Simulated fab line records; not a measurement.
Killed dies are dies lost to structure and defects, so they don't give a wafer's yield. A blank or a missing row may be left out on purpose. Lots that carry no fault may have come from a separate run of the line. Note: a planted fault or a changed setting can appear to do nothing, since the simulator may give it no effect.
fab line records | flow n5Finfet
record: lots: 5 wafers: 13 lastDay: 17
route steps=1938 shown SD_EPI_N@269 SD_EPI_P@295 BEOL_M4@1111 PASSIVATION@1936
lots with no fault: from the same line, run without faults
startH: the number of hours between the record's first day and the start of the first shown wafer of the lot | waitH: hours from the lot's prior step to this one | " as in the row above | L1.1+2: a single row standing in for several wafers | - either no value or no given start | * or withheld: withheld | < > ~ a bound
route shown NAME@n: a module of which the file shows steps, and the number in the route of the first | usual: mean/standard deviation taken from wafers without a fault | same: alike in all rows | chamber/n: place in a boat | sites: the reading at each site | _std_site: standard deviation of those values | _edge_site: outer sites' mean less inner sites' | radiusMm: for every site, how far away it sits from the centre of the wafer | mask NAME#n: copy n | behind: tool/chamber where the wafer was last shaped | hold: reason for holding the lot/hours on hold/outcome of the hold | device: which transistor (n, p or np) failed to switch | end of line: the same wafers' tests at the end of the route | for a step that has no rows: nothing shown but its recipe | killed: dies lost to structure and defects at the first sort, not the wafer's yield | map: dies across one wafer; x = killed, . = not, _ = none there
set.NAME: the run value of the setting; set.NAME@STEP: its run value at that earlier step | model.NAME: the simulator's own value behind a step, which no gauge read
a table for each step, a row for each wafer; lots at some steps of the route
services: a tool's chamber out of use, with start hour (startH, from the record's first day; less than 0 if before it), hours out, and reason
== steps ==
step: N5_SD_EPI_N_DEVELOP_08
recipe: developTimeS: 30 developer: TMAH resist: CAR-ArF-block devTempC: 23 rinseLiquid: diw dry: airSpin
step: N5_SD_EPI_N_DESCUM_14
recipe: chemistry: O2 timeS: 7.9 sourcePowerW: 50 biasPowerW: 20 pressureMtorr: 20 rfFrequencyHz: 2.712e+07 tempC: 40 resist: CAR-ArF-block o2FlowSccm: 225
step: N5_SD_EPI_N_ETCH_34
recipe: chemistry: CF4 target: SiARC targetDepthA: 455 maskMaterial: CAR-ArF-block timeS: 75.8 ionEnergyEv: 80 pressureMtorr: 40 sourceW: 545 biasW: 36 Ar_flow_sccm: 100 cf4FlowSccm: 100 ends: cleared
step: N5_SD_EPI_N_ETCH_35
recipe: chemistry: N2/H2 target: SOC overetchA: 1080 maskMaterial: SiARC tempC: 40 ionEnergyEv: 100 sourceW: 3000 biasW: 133 pressureMtorr: 20 timeS: 486 n2FlowSccm: 200 h2FlowSccm: 200
step: N5_SD_EPI_N_STRIP_36
recipe: chemistry: N2/H2 tempC: 40 n2FlowSccm: 200 h2FlowSccm: 200 rfFrequencyHz: 6e+07
step: N5_SD_EPI_N_ETCHBACK_44
recipe: chemistry: CH3F/O2 mode: anisotropicEtchback target: SiNx targetDepthA: 145 stopOn: SiO2 overEtchFrac: 0.3 ionEnergyEv: 120 pressureMtorr: 30 sourceW: 395 biasW: 73 Ar_flow_sccm: 150 CH3F_flow_sccm: 30 O2_flow_sccm: 20
step: N5_SD_EPI_N_ETCH_45
recipe: chemistry: CH3F/O2 target: SiOCN targetDepthA: 60 maskMaterial: SOC ionEnergyEv: 60 biasW: 29 pressureMtorr: 15 sourceW: 410 Ar_flow_sccm: 150 CH3F_flow_sccm: 30 O2_flow_sccm: 20
step: N5_SD_EPI_N_ETCH_16
recipe: chemistry: CHF3/O2 target: SiO2 targetDepthA: 50 maskMaterial: SOC pressureMtorr: 30 sourceW: 650 biasW: 170 Ar_flow_sccm: 200 CHF3_flow_sccm: 50 O2_flow_sccm: 5 ionEnergyEv: 200
step: N5_SD_EPI_N_STRIP_47
recipe: chemistry: CHF3/O2 resist: SiARC rfFrequencyHz: 6e+07
step: N5_SD_EPI_N_SD_RECESS_17
recipe: chemistry: HBr/Cl2/O2 targetDepthA: 410 maskMaterial: SOC timeS: 23.7 btTimeS: 3 pressureMtorr: 10 icpW: 800 biasW: 112 HBr_flow_sccm: 150 Cl2_flow_sccm: 80 O2_flow_sccm: 12
usual: drypumpMotorCurrentA: 5.7/0.48 oesProductAu: 0.998/0.021 throttleValvePct: 37.1/0.35
columns lot.wafer tool chamber startH waitH drypumpMotorCurrentA oesProductAu rfHoursCounterH throttleValvePct model.SD_EPI_N.featureDepthNm model.Si_of_WELL_APT_EPI_41.thkNm model.etch.depthNm
L510.1 rieSi-05 0 55.51 0.0 5.8 1.014 24 37.0 42.2 7 42.27
L510.2 " 3 " " 6.8 0.987 20 37.5 42 6.4 42.1
L510.4 " 1 " " 6.0 1.023 82 37.0 42 7.4 41.98
L522.2 rieSi-05 3 128.60 0.0 6.8 0.994 22 37.5 41.8 7.6 41.75
L522.3 " 1 " " 6.0 1.025 84 37.0 41.4 8.8 41.33
L522.4 " 3 " " 6.7 0.995 - 37.4 42 8.4 41.91
L525.1 rieSi-05 1 144.55 0.0 6.0 1.019 84 37.0 29.4 20 29.33
L525.5 " 2 " " 5.3 0.971 - 36.5 28.6 21.4 28.66
L529.4 rieSi-05 1 168.48 0.0 6.0 1.016 85 37.0 40.8 10 40.84
L529.5 " 0 " " 5.8 1.004 - 37.0 29.8 20.2 29.78
L531.2 rieSi-05 2 182.60 0.0 5.4 0.967 9 36.6 40 10 39.95
L531.5 " 3 " " 6.7 0.988 - 37.5 29.8 20.2 29.78
L531.6 " 0 " " 5.8 1.010 - 37.0 41.8 8.2 41.85
step: N5_SD_EPI_N_STRIP_38
recipe: chemistry: N2/H2 powerW: 1000 tempC: 250 h2Frac: 0.65 overashFraction: 0.3 pressureMtorr: withheld n2FlowSccm: 1750 h2FlowSccm: 3250
step: N5_SD_EPI_N_WET_ETCH_43
recipe: chemistry: dHF dilution: withheld timeS: 14 target: SiO2 targetDepthA: 15 tempC: 25
step: N5_SD_EPI_N_STRIP_18
recipe: chemistry: SPM timeS: 750 tempC: 130 h2so4H2o2VolRatio: 4
columns lot.wafer tool chamber startH waitH model.Si_of_WELL_APT_EPI_41.thkNm
L510.1 wetBench-01 3 55.70 0.0 6.6
L510.2 " 5 " " 6.2
L510.4 " 4 " " 7
L522.2 wetBench-01 7 128.78 0.0 7.2
L522.3 " 2 " " 8.6
L522.4 " 5 " " 8
L525.1 wetBench-05 4 144.74 0.0 19.6
L525.5 " 5 " " 21
L529.4 wetBench-04 6 168.67 0.0 9.6
L529.5 " 7 " " 19.8
L531.2 wetBench-04 7 182.79 0.0 9.6
L531.5 " 5 " " 19.8
L531.6 " 0 " " 7.8
step: N5_SD_EPI_N_SRD_20
recipe: dry: ipaMarangoni doPpb: 5 timeS: 30 tempC: 23 rinseLiquid: diw
step: N5_SD_EPI_N_PRECLEAN_48
recipe: chemistry: NF3:NH3 afsCycles: 2 tempC: 30 timeS: 20 sublimationTempC: 180 sublimationTimeS: 60 pressureTorr: 3 rfPowerW: 30
step: N5_SD_EPI_N_VAPOR_ETCH_50
recipe: chemistry: HCl target: Si tempC: 775 timeS: 54 pressureTorr: 20 mode: isotropic
step: N5_SD_EPI_N_EPI_21
recipe: material: Si:P dopant: P tempC: 680 pressureTorr: 255 timeS: 690
step: N5_SD_EPI_N_PRECLEAN_24
recipe: chemistry: O3/DIW timeS: 60 tempC: 22 o3Ppm: 10
step: N5_SD_EPI_N_SRD_25
recipe: timeS: 30 tempC: 23 rinseLiquid: diw dry: ipaMarangoni
step: N5_SD_EPI_N_PRECLEAN_49
recipe: chemistry: NF3:NH3 afsCycles: 1 tempC: 30 timeS: 20 sublimationTempC: 180 sublimationTimeS: 60 pressureTorr: 3 rfPowerW: 30
step: N5_SD_EPI_N_LINER_46
recipe: material: SiNx targetThkA: 30 tempC: 400 aldPrecursorFamily: SiH2I2 aldCoReactant: N2/H2-plasma pressureTorr: 2
step: N5_SD_EPI_P_COAT_34
recipe: resist: SOC tempC: 250 timeS: 60 spinRpm: 1500 resistThkNm: 350
step: N5_SD_EPI_P_COAT_35
recipe: resist: SiARC tempC: 220 timeS: 60 spinRpm: 1500 resistThkNm: 35
step: N5_SD_EPI_P_COAT_03
recipe: resist: CAR-ArF-block spinRpm: 1500 resistThkNm: 150
step: N5_SD_EPI_P_EBR_05
recipe: solvent: PGMEA ebrWidthMm: 1.5
step: N5_SD_EPI_P_SOFTBAKE_04
recipe: tempC: 110 timeS: 60 resist: CAR-ArF-block
step: N5_SD_EPI_P_EXPOSE_06
recipe: maskId: SD_P_BLK na: 1.35 sourceShape: conventional sigmaOuter: 0.8 polarization: unpolarized targetCdNm: 240 doseMj: 39.5
step: N5_SD_EPI_P_PEB_07
recipe: pebTempC: 110 pebTimeS: 60 resist: CAR-ArF-block
step: N5_SD_EPI_P_DEVELOP_08
recipe: developTimeS: 30 developer: TMAH resist: CAR-ArF-block devTempC: 23 rinseLiquid: diw dry: airSpin
step: N5_SD_EPI_P_DESCUM_14
recipe: chemistry: O2 timeS: 7.9 sourcePowerW: 50 biasPowerW: 20 pressureMtorr: 20 rfFrequencyHz: 2.712e+07 tempC: 40 resist: CAR-ArF-block o2FlowSccm: 225
step: N5_SD_EPI_P_ETCH_36
recipe: chemistry: CF4 target: SiARC targetDepthA: 455 maskMaterial: CAR-ArF-block timeS: 75.8 ionEnergyEv: 80 pressureMtorr: 40 sourceW: 545 biasW: 36 Ar_flow_sccm: 100 cf4FlowSccm: 100 ends: cleared
step: N5_SD_EPI_P_ETCH_37
recipe: chemistry: N2/H2 target: SOC overetchA: 1080 maskMaterial: SiARC tempC: 40 ionEnergyEv: 100 sourceW: 3000 biasW: 133 pressureMtorr: 20 timeS: 486 n2FlowSccm: 200 h2FlowSccm: 200 ends: endPoint
step: N5_SD_EPI_P_STRIP_38
recipe: chemistry: N2/H2 tempC: 40 n2FlowSccm: 200 h2FlowSccm: 200 rfFrequencyHz: 6e+07
step: N5_SD_EPI_P_ETCHBACK_46
recipe: chemistry: CH3F/O2 mode: anisotropicEtchback target: SiNx targetDepthA: 175 stopOn: SiO2 overEtchFrac: 0.3 ionEnergyEv: 120 pressureMtorr: 30 sourceW: 395 biasW: 73 Ar_flow_sccm: 150 CH3F_flow_sccm: 30 O2_flow_sccm: 20
step: N5_BEOL_M4_RC_MEAS_101
usual: CJ_N: 4.33/0.1 DIBL_N: 36.9/1.6 DIBL_P: 37.1/2 IOFF_N: 0.17/0.032 IOFF_N_LONG: 5.54e-05/2.5e-06 IOFF_P: 0.22/0.036 ION_N: 674/12 ION_P: 463/7.8 REXT_N: 75.3/1.8 SS_N: 71.7/0.63 SS_P: 73.5/0.62 VT_N: 249/3.3 VT_P: -250/3.5
columns lot.wafer tool chamber startH waitH CJ_N DIBL_N[mV/V] DIBL_P[mV/V] IOFF_N[nA/um] IOFF_N_LONG[nA/um] IOFF_P[nA/um] ION_N[uA/um] ION_P[uA/um] REXT_N[ohm.um] SS_N[mV/dec] SS_P[mV/dec] VT_N[mV] VT_P[mV]
L510.1 prober-02 0 188.59 0.0 4.54 34.8 33.4 0.12 5.57e-05 0.19 654 460 76.5 71.4 71.9 254 -247
L510.2 " 0 " " 4.50 37.4 36.5 0.15 5.61e-05 0.22 661 462 75.7 72.0 72.4 253 -251
L510.4 " 0 " " 4.53 35.7 34.9 0.14 5.54e-05 0.21 660 466 76.7 70.8 72.5 256 -247
L522.2 prober-01 0 241.92 0.2 4.38 38.4 37.4 0.19 5.61e-05 0.23 679 460 72.8 71.6 73.7 246 -250
L522.3 " 0 " " 4.35 36.9 36.4 0.16 5.72e-05 0.19 668 456 73.8 71.8 73.2 251 -251
L522.4 " 0 " " 4.42 37.7 37.3 0.18 5.7e-05 0.23 670 458 73.8 72.3 73.4 248 -253
L525.1 prober-01 0 275.38 0.0 2.65 35.2 40.8 0.15 4.97e-05 0.26 601 464 84.6 71.7 74.4 250 -247
L525.5 " 0 " " 2.55 35.9 42.0 0.17 4.93e-05 0.31 597 473 86.1 72.0 75.1 251 -248
L529.4 prober-02 0 298.86 0.5 4.27 36.9 35.5 0.15 5.17e-05 0.24 689 475 75.4 71.6 73.8 249 -248
L529.5 " 0 " " 2.65 33.3 34.8 0.10 4.6e-05 0.23 588 463 84.3 70.8 74.1 257 -249
L531.2 prober-01 0 302.28 0.2 4.25 35.2 34.0 0.14 5.79e-05 0.24 670 467 75.3 71.5 73.5 250 -246
L531.5 " 0 " " 2.68 33.7 35.2 0.12 5.13e-05 0.25 600 475 82.9 71.0 73.7 256 -246
L531.6 " 0 " " 4.39 37.9 35.5 0.19 6.03e-05 0.26 680 469 72.7 72.2 73.1 246 -245
step: N5_PASSIVATION_PROBE_49
usual: defectLimitedYield: 90.9/1.6 killed_at_M0_to_M3: 34/11 killed_at_M4_up: 14/5.7 killedAtContacts: 13/6.5 killedAtFrontEnd: 43/11 killedAtOther: 4/3.1 killedDies: 107/19 killedOpen: 71/14 killedShort: 35/7.9 sort_bin_5_function: 5.3/1.1 sort_bin_6_memory: 3.4/0.74 sort_bin_8_speed: 0.00/0.014 sortNPass: 1073/19 sortYieldPct: 90.9/1.6
same: grossDies: 1180 killedAtBackSide: 0 sort_bin_4_leakage[%]: 0
columns lot.wafer tool chamber startH waitH defectLimitedYield[%] killed_at_M0_to_M3 killed_at_M4_up killedAtContacts killedAtFrontEnd killedAtOther killedDies killedOpen killedShort sort_bin_5_function[%] sort_bin_6_memory[%] sort_bin_8_speed[%] sortNPass sortYieldPct[%]
L510.1 prober-02 - 292.02 0.0 92.5 41 5 6 37 0 89 58 31 4.2 3.1 0 1091 92.5
L510.2 prober-02 - 292.07 0.1 93.5 27 7 4 39 0 77 43 34 3.8 2.3 0 1103 93.5
L510.4 prober-02 - 292.17 0.2 93.1 35 12 7 25 2 81 56 23 4.0 2.6 0 1099 93.1
L522.2 prober-02 - 349.97 0.1 90.8 27 14 17 50 1 109 79 30 5.3 3.4 0 1071 90.8
L522.3 prober-02 - 350.02 0.1 90.7 37 16 13 40 4 110 82 28 5.0 4.2 0 1070 90.7
L522.4 prober-02 - 350.07 0.2 92.5 26 14 11 33 4 88 64 23 4.4 2.6 0 1092 92.5
L525.1 prober-02 - 380.24 0.8 90.8 24 11 8 66 0 109 73 34 5.3 3.1 90.51 3 0.3
L525.5 prober-02 - 380.44 1.0 89.7 37 19 12 50 3 121 80 41 6.4 3.5 89.49 3 0.3
L529.4 prober-01 - 392.77 0.2 89.2 45 32 8 38 4 127 83 43 6.6 4.1 0 1053 89.2
L529.5 prober-01 - 392.82 0.2 89.2 39 17 8 63 0 127 83 43 5.6 4.7 89.24 0 0
L531.2 prober-02 - 407.42 0.1 92.9 35 11 4 28 6 84 60 24 3.8 3.1 0 1096 92.9
L531.5 prober-02 - 407.57 0.2 91.5 35 18 11 33 3 100 74 23 5.3 3.1 91.44 1 0.1
L531.6 prober-02 - 407.62 0.3 92.5 16 8 18 39 8 89 65 24 4.1 3.3 0 1091 92.5
killed by level:class
L510.1 BEOL_M0_SAQP:geometricParticle:open=12 BEOL_M0_SAQP:geometricParticle:short=12 FIN_SAQP:geometricParticle:short=8 FIN_SAQP:geometricParticle:open=6 STI_FIN_REVEAL:geometricParticle:open=6 DUMMY_GATE:geometricParticle:open=6 BEOL_M1:geometricParticle:open=6 BEOL_M2:geometricParticle:open=6
L510.2 FIN_SAQP:geometricParticle:short=9 BEOL_M0_SAQP:geometricParticle:short=9 DUMMY_GATE:geometricParticle:open=8 BEOL_M0_SAQP:geometricParticle:open=7 FIN_SAQP:geometricParticle:open=5 STI_FIN_REVEAL:geometricParticle:open=4 GATE_CUT:geometricParticle:short=4 BEOL_M2:geometricParticle:open=4
L510.4 BEOL_M0_SAQP:geometricParticle:open=9 BEOL_M1:geometricParticle:open=8 STI_FIN_REVEAL:geometricParticle:open=6 MOL_CONTACT_COAG:geometricParticle:open=6 BEOL_M0_SAQP:geometricParticle:short=6 BEOL_M2:geometricParticle:open=5 FIN_SAQP:geometricParticle:short=4 STARTING-WAFER:geometricParticle:short=4
L522.2 STI_FIN_REVEAL:geometricParticle:open=19 MOL_CONTACT_COAG:geometricParticle:open=12 BEOL_M3:geometricParticle:open=11 BEOL_M4:geometricParticle:open=10 GATE_CUT:geometricParticle:short=8 DUMMY_GATE:geometricParticle:open=6 FIN_SAQP:geometricParticle:open=5 MOL_CONTACT_COAG:geometricParticle:short=5
L522.3 STI_FIN_REVEAL:geometricParticle:open=13 MOL_CONTACT_COAG:geometricParticle:open=13 BEOL_M1:geometricParticle:open=9 BEOL_M0_SAQP:geometricParticle:short=7 FIN_SAQP:geometricParticle:open=6 BEOL_M0:geometricParticle:open=5 BEOL_M2:geometricParticle:open=5 BEOL_M4:geometricParticle:open=5
L522.4 MOL_CONTACT_COAG:geometricParticle:open=10 FIN_SAQP:geometricParticle:open=8 BEOL_M2:geometricParticle:open=8 STI_FIN_REVEAL:geometricParticle:open=6 DUMMY_GATE:geometricParticle:open=6 BEOL_M3:geometricParticle:open=6 BEOL_M1:geometricParticle:open=3 BEOL_M4:geometricParticle:open=3
L525.1 FIN_SAQP:geometricParticle:short=20 FIN_SAQP:geometricParticle:open=17 STI_FIN_REVEAL:geometricParticle:open=9 BEOL_M2:geometricParticle:open=8 BEOL_M4:geometricParticle:open=7 MOL_CONTACT_COAG:geometricParticle:open=7 BEOL_M0_SAQP:geometricParticle:open=7 STARTING-WAFER:geometricParticle:open=5
L525.5 STI_FIN_REVEAL:geometricParticle:open=17 DUMMY_GATE:geometricParticle:open=10 MOL_CONTACT_COAG:geometricParticle:open=9 BEOL_M4:geometricParticle:open=8 BEOL_M0_SAQP:geometricParticle:open=8 BEOL_M2:geometricParticle:open=8 STARTING-WAFER:geometricParticle:short=8 BEOL_M0_SAQP:geometricParticle:short=7
L529.4 BEOL_M4:geometricParticle:open=14 BEOL_M0_SAQP:geometricParticle:open=13 FIN_SAQP:geometricParticle:open=12 BEOL_M0_SAQP:geometricParticle:short=11 FIN_SAQP:geometricParticle:short=8 BEOL_M1:geometricParticle:open=6 BEOL_M2:geometricParticle:open=6 MOL_CONTACT_COAG:geometricParticle:open=5
L529.5 FIN_SAQP:geometricParticle:open=18 FIN_SAQP:geometricParticle:short=16 ILD0:geometricParticle:open=9 BEOL_M2:geometricParticle:open=8 BEOL_M0:geometricParticle:open=7 BEOL_M4:geometricParticle:open=6 MOL_CONTACT_COAG:geometricParticle:open=6 BEOL_M0_SAQP:geometricParticle:short=6
L531.2 STI_FIN_REVEAL:geometricParticle:open=8 BEOL_M1:geometricParticle:open=8 FIN_SAQP:geometricParticle:open=6 BEOL_M2:geometricParticle:open=6 BEOL_M3:geometricParticle:open=6 FIN_SAQP:geometricParticle:short=5 BEOL_M0_SAQP:geometricParticle:open=5 BEOL_M4:geometricParticle:open=5
L531.5 BEOL_M2:geometricParticle:open=18 FIN_SAQP:geometricParticle:short=9 MOL_CONTACT_COAG:geometricParticle:open=9 FIN_SAQP:geometricParticle:open=7 BEOL_M4:geometricParticle:open=7 STI_FIN_REVEAL:geometricParticle:open=7 BEOL_M3:geometricParticle:open=5 BEOL_M0_SAQP:geometricParticle:open=4
L531.6 MOL_CONTACT_COAG:geometricParticle:open=17 FIN_SAQP:geometricParticle:open=8 STI_FIN_REVEAL:geometricParticle:open=7 DUMMY_GATE:geometricParticle:open=7 FIN_SAQP:geometricParticle:short=5 BEOL_M3:geometricParticle:open=4 BEOL_M0_SAQP:geometricParticle:short=3 PASS1_CAP:geometricParticle:short=3
map L525.5 (x killed, . not)
_________________............________________
______________.x................_____________
___________.....x.....x............__________
__________...........x.............._________
________x.....x........xx............x_______
_______...........x......x..........x..______
______.xxx.....x..x......x..x...x......._____
_____x...x.......x....x..................____
____.....x.x.x...x.....x.....x..x........x___
___.......x....x...........................__
___....x...................................__
__.......x.x.xxx...x.x..x.x..............x.._
__......x..x..x........x.x.....x..........x._
_..........................x..x..x...x.......
_...........x...x.x........x........xx.......
_x.................x...............x.........
_............................................
_.x.....x.x.....xx..................xx.......
_.............xx...................x.........
_.....x........................x.............
_.......x.....x........................xx..x.
__.x.............x....x.......x...x.x....x.._
__.............x................x.........x._
___....x............x.........x.........x..__
___.........................x..............__
____.......x..........x..............x.x..___
_____......x....................x........____
______..x...........x...............x..._____
_______x........x......................______
________.........x...................._______
__________........x......x.....x...._________
___________.......x.....xx.........__________
______________.......x.x..x....._____________
_________________xx.........x________________
map L529.4 (x killed, . not)
_________________x.x.........________________
______________.x.............x.x_____________
___________...................x....__________
__________..x......................._________
________...............x....x....x...._______
_______........x.....x..............x..______
______...x....x..................x......_____
_____.................x............x.....____
____.......................x..............___
___x...x........x................x.........__
___........x..........x....................__
__.x..............xxx................x.x...._
__.x......x........................x........_
_....x..xx.......x......x.x.................x
_....................x...x..x.........xx..x..
_..x.x....xx..x....x.......x..........xx.....
_.......x........x..................x.x.....x
_x..x.......xx.x....x...............x....x...
_........x...................................
_..............................x..x.......x..
_......x...................xxxx...x...x......
__........x..........x...........x...x......_
__...........x.......x.x.......x.......x...x_
___...x.......................x............__
___........................x.x.x.x.x.......__
____......................x...........x...___
_____.............x.......x..........x...____
______....x..........x.x......x.x......._____
_______....x...........................______
________...xx.....xx.....x.xx........._______
__________.x..x.......xx.....x......_________
___________......x...x.....x......x__________
______________................x._____________
_________________.......x.x..________________
== services ==
columns tool chamber startH hours kind
rieSi-05 3 39.10 9.8 repair
rieSi-05 0 124.46 6.2 repair
== key ==
firstSign: step: N5_BEOL_M4_RC_MEAS_101 reading: CJ_N direction: down sigmas: 17 usual: 4.33 struck: 2.63
effect: step: N5_BEOL_M4_RC_MEAS_101 reading: ION_N direction: down sigmas: 6.4 usual: 674 struck: 596
effect: step: N5_BEOL_M4_RC_MEAS_101 reading: REXT_N direction: up sigmas: 5.1 usual: 75.3 struck: 84.5
effect: step: N5_BEOL_M4_RC_MEAS_101 reading: IOFF_N_LONG direction: down sigmas: 2.5 usual: 5.54e-05 struck: 4.91e-05
effect: step: N5_PASSIVATION_PROBE_49 reading: sort_bin_8_speed direction: up sigmas: 99+ usual: 0.00 struck: 90.17
modelEffect: step: N5_SD_EPI_N_SD_RECESS_17 value: SD_EPI_N.featureDepthNm without: 41.25 struck: 29.4
modelEffect: step: N5_SD_EPI_N_STRIP_18 value: Si_of_WELL_APT_EPI_41.thkNm without: 8.3 struck: 20.05
metAt N5_SD_EPI_N_SD_RECESS_17
struckWafers L525.1,L525.5,L529.5,L531.5
onsetBetween 128.60 144.55
fault: kind: processParameterDrift tool: rieSi-05 chamber: - onsetH: 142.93 steps: N5_SD_EPI_N_SD_RECESS_17 channel: timeS offset: * shape: step endH: 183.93 scope: struckWafersOnly actsIn: * stated: *
